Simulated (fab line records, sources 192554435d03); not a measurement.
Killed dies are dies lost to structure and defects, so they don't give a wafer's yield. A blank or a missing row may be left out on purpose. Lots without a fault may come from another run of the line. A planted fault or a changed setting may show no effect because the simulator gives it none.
A struck lot beside a sound one | flow n5_finfet | 36 steps out of a route of 1938
Sound: wafers L709.2, L709.3, L709.5. Struck: wafers L723.4, L723.5. The cause comes at the end.
At each step with rows: each side's tool, then ch and its chambers, then its first start. Under that, the readings that differ: sound wafers | struck wafers | difference of the means | sigmas: that difference in standard deviations of wafers without a fault.
alike: readings whose means differ by less than 2 such deviations, and words and numbers that are the same on both sides. not compared: withheld readings, readings that some wafer has no value for, bounds like >300 that may hide the same value, and numbers for which the record gives no deviation and whose values overlap.
The two part at a step that has a row with sigmas, a row that says differs or no value, or rows on one side only. Numbers that don't overlap but have no deviation are shown without sigmas and don't part them. A reading that every wafer of one side lacks parts them only if that side has two wafers or more.

first, 10 steps without rows for these wafers: N5_FIN_SAQP_ETCH_69 (etches SOC in N2/H2, stops on SiNx, target depth 150 nm); N5_FIN_SAQP_ETCH_67 (etches SiNx in CH3F/O2, target depth 30 nm); N5_FIN_SAQP_STRIP_70 (strips in N2/H2); N5_FIN_SAQP_RECESS_71 (chemistry HF/NH3, target SiO2, target depth 3 nm, afs cycles 1, sublimation time 60 s); N5_FIN_SAQP_SPACER2_ALD_28 (deposits SiO2, target thk 8.1 nm, pulse time 1 s, purge time 2 s); N5_FIN_SAQP_SPACER2_ETCHBACK_29 (etches SiO2 in CHF3/O2, target depth 12.2 nm, time 6.1 s); N5_FIN_SAQP_MANDREL2_REMOVE_60 (chemistry HBr/Cl2/O2, target a-Si, stops on SiNx, bt time 10 s); N5_FIN_SAQP_HM_OPEN_33 (chemistry CH3F/O2, target SiNx, target depth 49.4 nm, time 70.6 s); N5_FIN_SAQP_ETCH_34 (etches SiO2 in C4F6/O2, target depth 45 nm, time 15 s); N5_FIN_SAQP_STRIP_77 (strips in N2/H2, time 90 s).
N5_FIN_SAQP_ETCH_64: etches SiO2 in CF4, target depth 1.5 nm.
  sound on rie_si-03 ch 0,1, day 3 02:59; struck on rie_si-05 ch 1,3, day 6 14:32
  reading                  | sound             | struck     | difference | sigmas
  oes_product_au (a.u.)    | 0.99 1.03 1.04    | 1.37 1.35  | +0.34      | +11
  model.etch.depth_nm (nm) | 1.443 1.592 1.601 | 2.37 2.335 | +0.81      |
  alike: bias_w, drypump_motor_current_A, throttle_valve_pct
  not compared: rf_hours_counter_h, model.SiNx_of_FIN_SAQP_HM_DEP_03.thk_nm
then, 23 steps without rows for these wafers: N5_FIN_SAQP_FIN_ETCH_36 (etches the open film in HBr/Cl2/O2, target depth 120 nm, time 50.4 s); N5_FIN_SAQP_PRECLEAN_38 (cleans in O3/DIW, time 45 s); N5_FIN_SAQP_PRECLEAN_45 (cleans in dHF, time 10 s); N5_FIN_SAQP_SRD_39 (time 30 s); N5_FIN_CUT_COAT_18 (time 60 s, resist thk 230 nm); N5_FIN_CUT_COAT_19 (time 60 s, resist thk 20 nm); N5_FIN_CUT_COAT_29 (time 60 s, resist thk 10 nm); N5_FIN_CUT_COAT_02 (resist thk 30 nm); N5_FIN_CUT_EBR_04; N5_FIN_CUT_SOFTBAKE_03 (time 60 s); N5_FIN_CUT_EXPOSE_05 (exposes mask FIN CUT); N5_FIN_CUT_PEB_06 (peb time 60 s); N5_FIN_CUT_DEVELOP_07 (develop time 30 s); N5_FIN_CUT_DESCUM_13 (chemistry O2, time 7 s); N5_FIN_CUT_ETCH_30 (etches underlayer in N2/H2, target depth 13 nm, time 10.4 s); N5_FIN_CUT_ETCH_20 (etches SiARC in CF4, target depth 26 nm, time 43.3 s); N5_FIN_CUT_ETCH_21 (etches SOC in N2/H2, target depth 219 nm, overetch 43.8 nm, time 523.5 s); N5_FIN_CUT_STRIP_23 (strips in N2/H2); N5_FIN_CUT_STRIP_31 (strips in N2/H2); N5_FIN_CUT_STRIP_24 (strips in CF4); N5_FIN_CUT_CUT_ETCH_26 (etches SiNx in CH3F/O2, target depth 39 nm, time 55.7 s); N5_FIN_CUT_CUT_ETCH_27 (etches SiO2 in CHF3/O2, target depth 4 nm, overetch 2 nm, time 4.9 s); N5_FIN_CUT_PRECLEAN_35 (cleans in vHF, time 13.3 s).
N5_STI_FIN_REVEAL_RECESS_09: chemistry HF/NH3, target SiO2, afs cycles 11, target depth 42.5 nm, sublimation time 60 s.
  sound on vapor_etch-02 ch 0,1, day 3 12:05; struck on vapor_etch-01 ch 1, day 6 22:43
  alike: drypump_motor_current_A
  not compared: model.SiNx_of_FIN_SAQP_HM_DEP_03.thk_nm
-- the record jumps here: 5 days lie between the struck wafers' starts before and after (it left off in module STI_FIN_REVEAL and takes up again in module BEOL_M4, whose first step shown is number 1111 of the route) --
N5_BEOL_M4_RC_MEAS_101:
  sound on prober-02 ch 0, day 8 14:42; struck on prober-01 ch 0, day 12 10:08
  alike: DIBL_N, DIBL_P, IOFF_N, IOFF_P, ION_N, ION_P, SS_N, SS_P, VT_N, VT_P

WHERE THEY PART
Only at N5_FIN_SAQP_ETCH_64, within this record. Later steps at which nothing parts them and some readings are alike: N5_STI_FIN_REVEAL_RECESS_09, N5_BEOL_M4_RC_MEAS_101.

WHY: what the simulator had put in
Process parameter drift: rie_si-05, from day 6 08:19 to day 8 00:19, at N5_FIN_SAQP_ETCH_64. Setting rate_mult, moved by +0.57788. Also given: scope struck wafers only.
